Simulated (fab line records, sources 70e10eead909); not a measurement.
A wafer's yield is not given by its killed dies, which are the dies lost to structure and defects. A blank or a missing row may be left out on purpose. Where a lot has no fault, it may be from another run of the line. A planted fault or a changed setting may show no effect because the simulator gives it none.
fab line records ; flow nandHarc
record lots=13; wafers=39; lastDay=33
route steps=1302 shown P_ZERO_WELL@32 P_STI@87 END@1302
lots that met no fault: taken from a fault-free run of the same line
startH: hours from the record's first day to the start of the lot's first wafer shown ; waitH: hours elapsed since this lot's preceding step ; " as in the row above ; L1.1+2: one row covering several wafers at once ; - no value, or no start given ; * or withheld: withheld ; < > ~ a bound
route shown NAME@n: NAME is a module with steps in the file, n the number in the route of the first one ; usual: mean/standard deviation of fault-free wafers ; same: alike in all rows ; chamber/n: place in a boat ; sites: the reading at each site ; _std_site: standard deviation across them ; _edge_site: inner sites' mean taken away from outer sites' mean ; radiusMm: for every site, how far away it sits from the centre of the wafer ; mask NAME#n: copy n ; behind: the most recent tool/chamber to have shaped the wafer ; hold: reason for holding the lot/hours on hold/outcome of the hold ; device: the transistor (n, p or np) that didn't switch ; end of line: the tests these same wafers got at the end of their route ; a step given without rows: its recipe and nothing more ; killed: dies that structure and defects cost at the first sort, which is not the same as the wafer's yield ; map: a wafer's dies, marking killed ones x, the rest . and places with no die _
set.NAME: the run value of the setting; set.NAME@STEP: its run value at that earlier step ; model.NAME: the simulator's own value behind a step, which no gauge read
steps of the route over a sample of lots; a table a step, a row a wafer
services: the hour from which a tool's chamber was out of use, counted from the record's first day as startH (under 0 if before that day), plus the number of hours and why
## steps
# step NHARC_P_ZERO_WELL_IMPLANT_27
# recipe energyKev=600; doseCm2=1e+13; tiltDeg=7
# usual beamEnergyKeV=599.99/0.17; beamOnS=10.00/0.21
lot.wafer;tool;chamber;startH;waitH;beamEnergyKeV;beamOnS
L519.1;implanter-02;0;32.96;0.1;600.03;10.11
L519.2;implanter-02;0;32.96;0.1;600.06;9.90
L519.4;implanter-02;0;32.96;0.1;599.96;9.99
L520.2;implanter-01;0;42.80;0.1;600.09;10.25
L520.4;implanter-01;0;42.80;0.1;600.00;9.58
L520.5;implanter-01;0;42.80;0.1;599.86;9.89
L521.1;implanter-01;0;53.01;0.1;600.17;9.91
L521.5;implanter-01;0;53.01;0.1;599.82;9.84
L521.6;implanter-01;0;53.01;0.1;600.17;9.77
L522.1;implanter-01;0;62.88;0.1;599.96;9.88
L522.4;implanter-01;0;62.88;0.1;599.79;9.81
L522.6;implanter-01;0;62.88;0.1;599.81;10.20
L523.2;implanter-01;-;72.81;0.1;-;-
L523.4;implanter-01;-;72.81;0.1;-;-
L523.6;implanter-01;-;72.81;0.1;-;-
L524.3;implanter-01;-;82.82;0.2;-;-
L524.5;implanter-01;-;82.82;0.2;-;-
L524.6;implanter-01;-;82.82;0.2;-;-
L532.2;implanter-02;0;164.12;0.2;599.96;10.03
L532.4;implanter-02;0;164.12;0.2;600.09;10.07
L532.5;implanter-02;0;164.12;0.2;600.14;10.01
L534.1;implanter-01;0;182.92;0.1;599.88;9.85
L534.5;implanter-01;0;182.92;0.1;599.80;10.23
L534.6;implanter-01;0;182.92;0.1;600.06;9.82
L536.2;implanter-02;0;202.66;0.2;600.13;9.81
L536.3;implanter-02;0;202.66;0.2;600.25;10.44
L536.5;implanter-02;0;202.66;0.2;600.01;10.18
L537.1;implanter-02;0;212.94;0.1;600.30;10.12
L537.2;implanter-02;0;212.94;0.1;599.82;10.26
L537.4;implanter-02;0;212.94;0.1;599.98;9.81
L538.2;implanter-01;0;222.91;0.2;600.03;9.68
L538.5;implanter-01;0;222.91;0.2;599.87;10.05
L538.6;implanter-01;0;222.91;0.2;599.83;9.97
L539.3;implanter-01;0;232.73;0.2;599.54;10.16
L539.5;implanter-01;0;232.73;0.2;599.55;10.08
L539.6;implanter-01;0;232.73;0.2;599.69;10.05
L540.4;implanter-02;0;242.81;0.2;600.22;10.07
L540.5;implanter-02;0;242.81;0.2;600.27;10.19
L540.6;implanter-02;0;242.81;0.2;600.15;9.79
# step NHARC_P_ZERO_WELL_CD_MEAS_52
# recipe targetCdNm=2000; landingEnergyEv=500
# usual cdNm=1999.4/1.5
lot.wafer;tool;chamber;startH;waitH;cdNm
L519.1;cdSem-02;0;35.70;-;2001.2
L519.2;cdSem-02;0;35.70;-;1995.8
L519.4;cdSem-02;0;35.70;-;2001.0
L520.2;cdSem-03;0;45.65;-;1997.6
L520.4;cdSem-03;0;45.65;-;1998.5
L520.5;cdSem-03;0;45.65;-;2001.2
L521.1;cdSem-03;0;56.02;-;2000.3
L521.5;cdSem-03;0;56.02;-;1997.6
L521.6;cdSem-03;0;56.02;-;1999.7
L522.1;cdSem-02;0;65.59;-;2001.5
L522.4;cdSem-02;0;65.59;-;1999.1
L522.6;cdSem-02;0;65.59;-;2002.3
L523.2;cdSem-02;0;75.76;-;1999.8
L523.4;cdSem-02;0;75.76;-;1998.9
L523.6;cdSem-02;0;75.76;-;1999.0
L524.3;cdSem-03;0;85.75;-;1999.5
L524.5;cdSem-03;0;85.75;-;1997.0
L524.6;cdSem-03;0;85.75;-;1998.0
L532.2;cdSem-03;0;167.06;-;2002.1
L532.4;cdSem-03;0;167.06;-;1999.8
L532.5;cdSem-03;0;167.06;-;2000.0
L534.1;cdSem-03;0;185.64;-;1999.8
L534.5;cdSem-03;0;185.64;-;1998.4
L534.6;cdSem-03;0;185.64;-;1997.1
L536.2;cdSem-01;0;205.49;-;1999.7
L536.3;cdSem-01;0;205.49;-;1997.4
L536.5;cdSem-01;0;205.49;-;1997.9
L537.1;cdSem-01;0;215.79;-;1997.2
L537.2;cdSem-01;0;215.79;-;1999.2
L537.4;cdSem-01;0;215.79;-;1999.8
L538.2;cdSem-02;0;229.86;-;2003.9
L538.5;cdSem-02;0;229.86;-;2001.1
L538.6;cdSem-02;0;229.86;-;2001.9
L539.3;cdSem-01;0;235.64;-;1998.6
L539.5;cdSem-01;0;235.64;-;1997.9
L539.6;cdSem-01;0;235.64;-;1999.7
L540.4;cdSem-01;0;246.53;-;1998.7
L540.5;cdSem-01;0;246.53;-;1998.2
L540.6;cdSem-01;0;246.53;-;1998.8
# step NHARC_P_ZERO_WELL_RTA_42
# recipe tempC=1100; timeS=300
# usual annealTempCMax=1106.9/1.3; lampPowerPct=39.5/0.71; lamp_zone_7_pct=39.9/0.72; wafer_temp_C_max=1104.1/0.8
lot.wafer;tool;chamber;startH;waitH;annealTempCMax;lampPowerPct;lamp_zone_7_pct;wafer_temp_C_max
L519.1;rtpAnneal-02;0;36.86;-;1108.3;38.7;39.1;1104.2
L519.2;rtpAnneal-02;0;36.86;-;1109.7;38.7;39.0;1105.3
L519.4;rtpAnneal-02;0;36.86;-;1108.8;38.7;39.1;1103.4
L520.2;rtpAnneal-02;0;46.93;-;1106.4;38.7;39.0;1104.2
L520.4;rtpAnneal-02;0;46.93;-;1107.8;38.7;39.0;1104.3
L520.5;rtpAnneal-02;0;46.93;-;1106.5;38.7;39.0;1104.0
L521.1;rtpAnneal-01;0;57.16;-;1106.4;40.1;40.5;1103.4
L521.5;rtpAnneal-01;0;57.16;-;1108.3;40.1;40.5;1103.8
L521.6;rtpAnneal-01;0;57.16;-;1105.3;40.1;40.5;1103.3
L522.1;rtpAnneal-01;0;66.73;-;1106.8;40.1;40.5;1102.1
L522.4;rtpAnneal-01;0;66.73;-;1108.0;40.1;40.4;1104.9
L522.6;rtpAnneal-01;0;66.73;-;1106.1;40.1;40.5;1104.4
L523.2;rtpAnneal-02;0;77.00;-;1107.2;38.6;38.9;1104.5
L523.4;rtpAnneal-02;0;77.00;-;1107.0;38.6;38.9;1104.2
L523.6;rtpAnneal-02;0;77.00;-;1106.4;38.6;39.0;1103.8
L524.3;rtpAnneal-01;0;87.11;-;1106.7;40.2;40.4;1103.1
L524.5;rtpAnneal-01;0;87.11;-;1107.6;40.2;40.5;1104.4
L524.6;rtpAnneal-01;0;87.11;-;1108.1;40.2;40.5;1103.4
L532.2;rtpAnneal-02;0;168.33;-;1109.8;38.6;39.1;1103.7
L532.4;rtpAnneal-02;0;168.33;-;1109.0;38.6;39.0;1104.6
L532.5;rtpAnneal-02;0;168.33;-;1107.4;38.7;39.1;1105.4
L534.1;rtpAnneal-02;0;186.77;-;1111.2;38.6;39.0;1103.0
L534.5;rtpAnneal-02;0;186.77;-;1108.8;38.7;39.1;1103.6
L534.6;rtpAnneal-02;0;186.77;-;1106.2;38.7;39.0;1106.5
L536.2;rtpAnneal-02;0;206.75;-;1107.3;38.7;39.0;1103.4
L536.3;rtpAnneal-02;0;206.75;-;1107.1;38.7;39.0;1105.5
L536.5;rtpAnneal-02;0;206.75;-;1106.9;38.7;39.0;1105.3
L537.1;rtpAnneal-01;0;216.93;-;1105.2;40.1;40.5;1104.6
L537.2;rtpAnneal-01;0;216.93;-;1105.1;40.1;40.6;1103.5
L537.4;rtpAnneal-01;0;216.93;-;1107.4;40.1;40.4;1103.8
L538.2;rtpAnneal-01;0;231.11;-;1106.4;40.0;40.4;1104.1
L538.5;rtpAnneal-01;0;231.11;-;1107.8;40.1;40.5;1104.9
L538.6;rtpAnneal-01;0;231.11;-;1108.5;40.0;40.3;1103.8
L539.3;rtpAnneal-02;0;237.01;-;1107.4;38.7;39.1;1104.2
L539.5;rtpAnneal-02;0;237.01;-;1106.0;38.7;39.0;1103.2
L539.6;rtpAnneal-02;0;237.01;-;1105.7;38.8;39.1;1104.9
L540.4;rtpAnneal-01;0;248.11;-;1105.2;40.2;40.5;1104.8
L540.5;rtpAnneal-01;0;248.11;-;1106.1;40.1;40.5;1104.4
L540.6;rtpAnneal-01;0;248.11;-;1107.4;40.2;40.6;1105.9
# step NHARC_P_STI_DESCUM_14
# recipe timeS=3; o2FlowSccm=200; arFlowSccm=0; biasPowerW=0; chemistry=O2
# usual drypumpMotorCurrentA=5.6/0.49; oesProductAu=0.996/0.01; rfVppV=57.6/0.85; showerheadPlenumPTorr=1.87/0.071; throttleValvePct=11.311/0.0088
# same biasPowerW=0
lot.wafer;tool;chamber;startH;waitH;drypumpMotorCurrentA;oesProductAu;rfHoursCounterH;rfVppV;showerheadPlenumPTorr;throttleValvePct
L519.2;rieDiel-13;1;53.37;-;4.7;0.981;4.1;58.1;1.99;11.302
L519.4;rieDiel-13;2;53.37;-;5.6;1.008;4.7;56.8;1.83;11.307
L519.1;rieDiel-13;3;53.37;-;5.9;0.994;4.9;57.3;1.82;11.307
L520.2;rieDiel-13;2;65.41;-;5.6;0.991;6.7;58.3;1.83;11.319
L520.4;rieDiel-13;0;65.41;-;5.6;1.010;6.1;57.0;1.91;11.316
L520.5;rieDiel-13;2;65.41;-;5.6;1.002;-;58.1;1.83;11.305
L521.1;rieDiel-07;2;74.92;-;5.7;1.010;7.4;58.1;1.90;11.307
L521.6;rieDiel-07;3;74.92;-;5.0;0.998;-;57.6;1.80;11.313
L521.5;rieDiel-07;0;74.92;-;5.3;1.003;-;57.7;1.81;11.307
L522.1;rieDiel-07;2;83.59;-;5.7;1.012;7.5;58.5;1.90;11.313
L522.4;rieDiel-07;3;83.59;-;4.9;0.989;7.6;56.8;1.80;11.319
L522.6;rieDiel-07;3;83.59;-;5.0;0.997;-;58.3;1.80;11.306
L532.2;rieDiel-11;1;184.22;-;5.1;0.998;5.3;57.4;1.84;11.316
L532.4;rieDiel-11;2;184.22;-;5.9;0.994;4.6;56.8;1.81;11.332
L532.5;rieDiel-11;3;184.22;-;5.3;1.003;-;57.6;1.85;11.309
L534.1;rieDiel-13;1;203.88;-;4.8;1.000;2.6;58.4;1.99;11.309
L534.5;rieDiel-13;0;203.88;-;5.6;1.006;-;57.3;1.91;11.293
L534.6;rieDiel-13;1;203.88;-;4.7;0.995;-;59.4;1.99;11.302
L536.3;rieDiel-11;2;226.43;-;5.8;0.994;6.9;56.4;1.81;11.321
L536.2;rieDiel-11;3;226.43;-;5.4;0.989;5.7;57.9;1.85;11.325
L536.5;rieDiel-11;2;226.43;-;5.8;0.983;-;57.2;1.81;11.315
L537.4;rieDiel-11;1;232.55;-;5.1;0.983;7.6;58.0;1.84;11.315
L537.2;rieDiel-11;2;232.55;-;5.8;0.993;7.0;57.6;1.80;11.306
L537.1;rieDiel-11;0;232.55;-;6.4;0.993;6.7;59.1;2.02;11.318
L538.2;rieDiel-13;3;248.04;-;5.9;0.993;4.3;56.9;1.81;11.302
L538.6;rieDiel-13;0;248.04;-;5.6;0.987;-;59.0;1.91;11.302
L538.5;rieDiel-13;1;248.04;-;4.8;0.984;-;57.4;1.99;11.318
L539.3;rieDiel-07;2;255.79;-;5.7;0.982;7.4;58.0;1.89;11.312
L539.5;rieDiel-07;1;255.79;-;6.4;0.998;-;57.2;1.82;11.328
L539.6;rieDiel-07;2;255.79;-;5.7;0.983;-;57.1;1.89;11.312
L540.4;rieDiel-07;3;265.23;-;5.0;0.992;8.1;56.7;1.80;11.302
L540.6;rieDiel-07;0;265.23;-;5.3;1.005;-;57.5;1.80;11.310
L540.5;rieDiel-07;1;265.23;-;6.4;1.006;-;58.0;1.82;11.318
# step NHARC_END_SORT_01
# recipe tempC=25
# usual killedAtArray=49/18; killedAtOther=0.7/1.1; killedAtPeriphery=4.0/2.6; killedDies=54/19; killedOpen=3.4/1.7; killedShort=2.5/1.7
# same grossDies=677
lot.wafer;tool;chamber;startH;waitH;killedAtArray;killedAtOther;killedAtPeriphery;killedDies;killedOpen;killedShort
L523.2;prober-01;0;603.47;2.8;29;0;648;677;2;0
L523.4;prober-01;0;605.06;3.4;52;1;624;677;1;2
L523.6;prober-01;0;606.65;4.0;22;2;653;677;0;0
L524.3;prober-02;0;604.25;3.1;52;0;625;677;8;4
L524.5;prober-02;0;605.84;3.7;58;0;619;677;6;1
L524.6;prober-02;0;606.63;4.0;63;0;614;677;2;1
# killed by level:class
L523.2 P_ZERO_WELL:areaImplant=646 A_CHANNEL_HOLE_D2:chamberFilmFlake=13 A_SGD_CUT:chamberFilmFlake=5 A_CONTACT:chamberFilmFlake=5 A_CHANNEL_HOLE_D1:chamberFilmFlake=2 A_DECK1_JOINT:chamberFilmFlake=2 P_M0:geometricParticle:open=1 A_M0:geometricParticle:open=1
L524.3 P_ZERO_WELL:areaImplant=625 A_SLIT:chamberFilmFlake=19 A_CHANNEL_HOLE_D1:chamberFilmFlake=12 A_CHANNEL_HOLE_D2:chamberFilmFlake=4 A_DECK1_JOINT:geometricParticle:open=2 A_ONON_D2:geometricParticle:short=2 A_WL_FILL:geometricParticle:open=2 A_CHANNEL_FILL_D1:chamberFilmFlake=2
L523.4 P_ZERO_WELL:areaImplant=622 A_CHANNEL_HOLE_D2:chamberFilmFlake=33 A_SGD_CUT:chamberFilmFlake=5 A_CHANNEL_HOLE_D1:chamberFilmFlake=4 A_CONTACT:chamberFilmFlake=4 A_CHANNEL_FILL_D1:chamberFilmFlake=2 P_CONTACT:geometricParticle:short=1 A_CHANNEL_FILL_D1:geometricParticle:short=1
L524.5 P_ZERO_WELL:areaImplant=616 A_SLIT:chamberFilmFlake=25 A_CHANNEL_HOLE_D1:chamberFilmFlake=9 A_CHANNEL_HOLE_D2:chamberFilmFlake=7 A_DECK1_JOINT:chamberFilmFlake=4 A_CONTACT:chamberFilmFlake=4 A_STAIRCASE:chamberFilmFlake=3 P_CONTACT:geometricParticle:open=1
L524.6 P_ZERO_WELL:areaImplant=610 A_CHANNEL_HOLE_D1:chamberFilmFlake=29 A_SLIT:chamberFilmFlake=19 A_CHANNEL_HOLE_D2:chamberFilmFlake=8 A_CHANNEL_FILL_D1:chamberFilmFlake=2 A_DECK1_JOINT:chamberFilmFlake=2 A_CONTACT:chamberFilmFlake=2 P_M2:geometricParticle:open=1
L523.6 P_ZERO_WELL:areaImplant=653 A_CHANNEL_HOLE_D2:chamberFilmFlake=15 A_CHANNEL_HOLE_D1:chamberFilmFlake=3 A_CONTACT:chamberFilmFlake=2 THIN_TSV:chamberFilmFlake=2 A_CHANNEL_FILL_D1:chamberFilmFlake=1 A_SLIT:chamberFilmFlake=1
## services
tool;chamber;startH;hours;kind
rtpAnneal-02;-;12.00;12.0;pm
rieDiel-11;2;13.32;2.4;repair
rieDiel-11;3;18.88;3.3;repair
rieDiel-13;0;21.50;-;clean
rieDiel-13;1;21.50;-;clean
rieDiel-13;2;21.50;-;clean
rieDiel-13;3;21.50;-;clean
rieDiel-07;0;22.76;-;clean
rieDiel-07;1;22.76;-;clean
rieDiel-11;-;56.21;1.7;repair
rieDiel-11;-;78.50;9.0;pm
rieDiel-07;1;85.78;13.2;repair
rieDiel-13;2;94.79;2.3;repair
implanter-02;-;97.38;2.9;repair
rieDiel-07;-;117.20;9.0;pm
rieDiel-11;3;126.96;11.7;repair
rieDiel-13;3;131.90;4.5;repair
rieDiel-11;2;141.58;14.5;repair
implanter-02;-;146.00;13.0;pm
rieDiel-13;-;165.00;9.0;pm
rieDiel-13;3;200.01;6.2;repair
rieDiel-11;-;225.46;0.4;repair
rieDiel-11;0;245.41;31.4;repair
rieDiel-11;-;255.50;9.0;pm
## key
firstSign step=NHARC_P_ZERO_WELL_IMPLANT_27; reading=toolRecord; direction=missing
effect step=NHARC_END_SORT_01; reading=killedAtPeriphery; direction=up; sigmas=99+; usual=4.0; struck=630.5
moreKillsBornAt NHARC_P_ZERO_WELL_IMPLANT_27@implanter-01=3772
metAt NHARC_P_ZERO_WELL_IMPLANT_27
struckLots L523,L524
laterRowsLeftOut L523.2,L523.4,L523.6,L524.3,L524.5,L524.6
testerLeftOut L523,L524
notActingAt NHARC_P_ZERO_WELL_CD_MEAS_52,NHARC_P_ZERO_WELL_RTA_42,NHARC_P_STI_DESCUM_14
onsetBetween 62.88 72.81
fault kind=skippedStepWhole; tool=implanter-01; chamber=-; onsetH=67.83; steps=NHARC_P_ZERO_WELL_IMPLANT_27; scope=struckLotsOnly
# testerLeftOut: of these lots the tester's yield and bins aren't shown, on N5 and GAA mostly nor the transistor test; their killed dies are dies lost to structure and defects alone, not to doping, threshold or leakage, so they don't give the yield
# laterRowsLeftOut: the simulator's readings of these wafers behind a module that went badly wrong aren't trusted and aren't shown, but for the sort
